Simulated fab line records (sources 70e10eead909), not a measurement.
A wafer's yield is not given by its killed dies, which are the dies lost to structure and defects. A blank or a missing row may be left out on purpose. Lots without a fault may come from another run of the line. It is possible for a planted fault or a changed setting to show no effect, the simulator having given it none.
Matching of chambers / flow nand-harc / NHARC_P_GATE_DESCUM_48 on rie-diel-09 has 4 sister chambers
The step chemistry O2, time 3 s. 4 wafers are shown with their chamber, then 8 later ones without.

EACH WAFER AND ITS CHAMBER
wafer=L074.1; chamber=0; drypump-motor-current-A (A)=5.6
wafer=L079.5; chamber=1; drypump-motor-current-A (A)=5.8
wafer=L081.1; chamber=2; drypump-motor-current-A (A)=5.9
wafer=L090.1; chamber=3; drypump-motor-current-A (A)=6.4

WAFERS WITHOUT THEIR CHAMBER
wafer=L090.3; drypump-motor-current-A (A)=5.8
wafer=L090.5; drypump-motor-current-A (A)=6.4
wafer=L092.1; drypump-motor-current-A (A)=5.6
wafer=L092.2; drypump-motor-current-A (A)=5.9
wafer=L092.4; drypump-motor-current-A (A)=6.3
wafer=L094.1; drypump-motor-current-A (A)=6.4
wafer=L094.4; drypump-motor-current-A (A)=5.6
wafer=L094.6; drypump-motor-current-A (A)=6.4

WHICH CHAMBER EACH WENT THROUGH
wafer=L090.3; from the rows above=1; in truth=1
wafer=L090.5; from the rows above=3; in truth=3
wafer=L092.1; from the rows above=0; in truth=0
wafer=L092.2; from the rows above=2; in truth=2
wafer=L092.4; from the rows above=3; in truth=3
wafer=L094.1; from the rows above=3; in truth=3
wafer=L094.4; from the rows above=0; in truth=0
wafer=L094.6; from the rows above=3; in truth=3
8 of 8 placed correctly. From these rows, 0 cannot be placed. 0 placed wrongly.
How it was worked out, from the rows above alone: a wafer's distance from a chamber is the root of the sum, over the readings, of the square of ((its reading less the chamber's mean) divided by the reading's scatter). If the next closest chamber is less than 2 further off than the closest, the wafer can't be placed; otherwise it belongs to the closest. A chamber's mean is the mean of its shown wafers. The scatter (one wafer shown for each chamber): square how far every hidden wafer sits from the nearest shown wafer, average those squares and take the square root.
